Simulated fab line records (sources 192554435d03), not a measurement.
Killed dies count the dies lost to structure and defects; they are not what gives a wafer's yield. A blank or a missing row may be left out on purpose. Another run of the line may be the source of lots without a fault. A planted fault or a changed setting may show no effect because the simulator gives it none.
Split-lot study | flow n5-finfet | 39 wafers read from 7 lots, route of 1938 steps

THE SPLIT
At N5_FIN_CUT_CUT_ETCH_15 (etches Si in HBr/Cl2/O2, target depth 100 nm, bt time 10 s, time 42.4 s), the setting target-depth-a was moved away from the recipe's 1000 angstrom on 12 of the 39 wafers read, by -23.1% to +37.3%. For the rest of the wafers, this setting stayed at what the recipe calls for.

The reading is taken at the split's own step.

THE READING
SOC_of_FIN_CUT_COAT_18.thk-nm (the simulator's own value, which no gauge read), in nm, at N5_FIN_CUT_CUT_ETCH_15 (etches Si in HBr/Cl2/O2, target depth 100 nm, bt time 10 s, time 42.4 s). No usual value for it is given in the file. Average 170.3 nm, standard deviation 1 nm, over the 27 wafers here run with the recipe.

wafer  | tool, chamber at the split | target-depth-a as run, angstrom | against the recipe | SOC_of_FIN_CUT_COAT_18.thk-nm, nm | against lot-mates on the recipe
L074.1 | rie-si-05, 0               | 1000                            | recipe             | 171.2                             | -
L074.2 | rie-si-05, 1               | 1000                            | recipe             | 168.4                             | -
L074.3 | rie-si-05, 3               | 1373                            | +37.3%             | 154.6                             | -15.1
L074.4 | rie-si-05, 2               | 1000                            | recipe             | 169.4                             | -
L074.5 | rie-si-05, 2               | 1373                            | +37.3%             | 155.6                             | -14.1
L074.6 | rie-si-05, 3               | 1373                            | +37.3%             | 154.4                             | -15.3
L077.3 | rie-si-06, 3               | 1000                            | recipe             | 170.4                             | -
L077.4 | rie-si-06, 1               | 1000                            | recipe             | 170.6                             | -
L077.6 | rie-si-06, 3               | 1000                            | recipe             | 170.2                             | -
L078.1 | rie-si-06, 1               | 1000                            | recipe             | 168.8                             | -
L078.2 | rie-si-06, 2               | 1000                            | recipe             | 170.4                             | -
L078.3 | rie-si-06, 3               | 1339                            | +33.9%             | 158.2                             | -11.6
L078.4 | rie-si-06, 3               | 1339                            | +33.9%             | 157                               | -12.8
L078.5 | rie-si-06, 2               | 1339                            | +33.9%             | 157                               | -12.8
L078.6 | rie-si-06, 1               | 1000                            | recipe             | 170.2                             | -
L081.1 | rie-si-06, 0               | 768.9                           | -23.1%             | 180.8                             | +9.8
L081.2 | rie-si-06, 3               | 1000                            | recipe             | 172.6                             | -
L081.3 | rie-si-06, 1               | 768.9                           | -23.1%             | 180.4                             | +9.4
L081.4 | rie-si-06, 2               | 1000                            | recipe             | 170                               | -
L081.5 | rie-si-06, 0               | 1000                            | recipe             | 170.4                             | -
L081.6 | rie-si-06, 1               | 768.9                           | -23.1%             | 179.4                             | +8.4
L082.1 | rie-si-06, 3               | 1000                            | recipe             | 169.6                             | -
L082.2 | rie-si-06, 0               | 1000                            | recipe             | 169.8                             | -
L082.3 | rie-si-06, 2               | 1000                            | recipe             | 170                               | -
L082.4 | rie-si-06, 1               | 1000                            | recipe             | 170.8                             | -
L082.5 | rie-si-06, 3               | 1000                            | recipe             | 172                               | -
L082.6 | rie-si-06, 0               | 1000                            | recipe             | 168.4                             | -
L089.1 | rie-si-06, 1               | 1000                            | recipe             | 171.2                             | -
L089.2 | rie-si-06, 0               | 1000                            | recipe             | 169.4                             | -
L089.3 | rie-si-06, 2               | 1000                            | recipe             | 168.6                             | -
L089.4 | rie-si-06, 2               | 1322                            | +32.2%             | 157.8                             | -11.9
L089.5 | rie-si-06, 1               | 1322                            | +32.2%             | 159                               | -10.7
L089.6 | rie-si-06, 0               | 1322                            | +32.2%             | 158                               | -11.7
L093.1 | rie-si-06, 3               | 1000                            | recipe             | 170.6                             | -
L093.2 | rie-si-06, 0               | 1000                            | recipe             | 171                               | -
L093.3 | rie-si-06, 2               | 1000                            | recipe             | 170.2                             | -
L093.4 | rie-si-06, 0               | 1000                            | recipe             | 170.6                             | -
L093.5 | rie-si-06, 3               | 1000                            | recipe             | 171.4                             | -
L093.6 | rie-si-06, 2               | 1000                            | recipe             | 171.2                             | -

THE FIT
A straight line over all 39 wafers: SOC_of_FIN_CUT_COAT_18.thk-nm changes by -0.398 nm for each +1% of target-depth-a; r = -0.99; the points scatter about the line by 0.99 nm.
The same after taking each lot's own level away (the mean of its wafers on the recipe; 39 wafers): -0.38 nm for each +1%; r = -0.99; scatter 0.89 nm.
Per that fit: largest target-depth-a move, reading shift of 14 nm.
Across the lots, their own levels run from 169.67 to 171.00 nm, a range of 1.3 times the standard deviation given above.
So the lot-to-lot level changes the slope little: the two slopes agree.
Check: with one of the wafers moved furthest among these (+37.3%) left out of the fit, the line predicts -14 nm for it against its lot-mates. Against them it came out at -15.1 nm.

THE OTHER SPLITS THESE WAFERS WENT THROUGH
Other splits were also applied to these wafers ahead of the reading. Each is held against what the fit with the lots' levels taken away leaves over:
other split on the same wafers          | wafers away from the commonest value | r with SOC_of_FIN_CUT_COAT_18.thk-nm (lot level and that fit taken away)
N5_ZERO_LAYER_DEVELOP_10 develop-time-s | 15                                   | +0.09

THE WHOLE CHAIN: every reading that the file lists as answering this split, in the file's order
step                   | what it does                                                            | reading                                                                        | change (the file's fit)               | r (the file's)
N5_FIN_CUT_CUT_ETCH_15 | etches Si in HBr/Cl2/O2, target depth 100 nm, bt time 10 s, time 42.4 s | FIN_CUT.feature-depth-nm (the simulator's own value, which no gauge read)      | +1 nm for each +1% of the setting     | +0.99
N5_FIN_CUT_CUT_ETCH_15 | etches Si in HBr/Cl2/O2, target depth 100 nm, bt time 10 s, time 42.4 s | etch.depth-nm (the simulator's own value, which no gauge read)                 | +1 nm for each +1% of the setting     | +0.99
N5_FIN_CUT_CUT_ETCH_15 | etches Si in HBr/Cl2/O2, target depth 100 nm, bt time 10 s, time 42.4 s | SOC_of_FIN_CUT_COAT_18.thk-nm (the simulator's own value, which no gauge read) | -0.378 nm for each +1% of the setting | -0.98

THE FILE'S OWN FIT
SOC_of_FIN_CUT_COAT_18.thk-nm changes by -0.378 nm for each +1% of target-depth-a, r = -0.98.
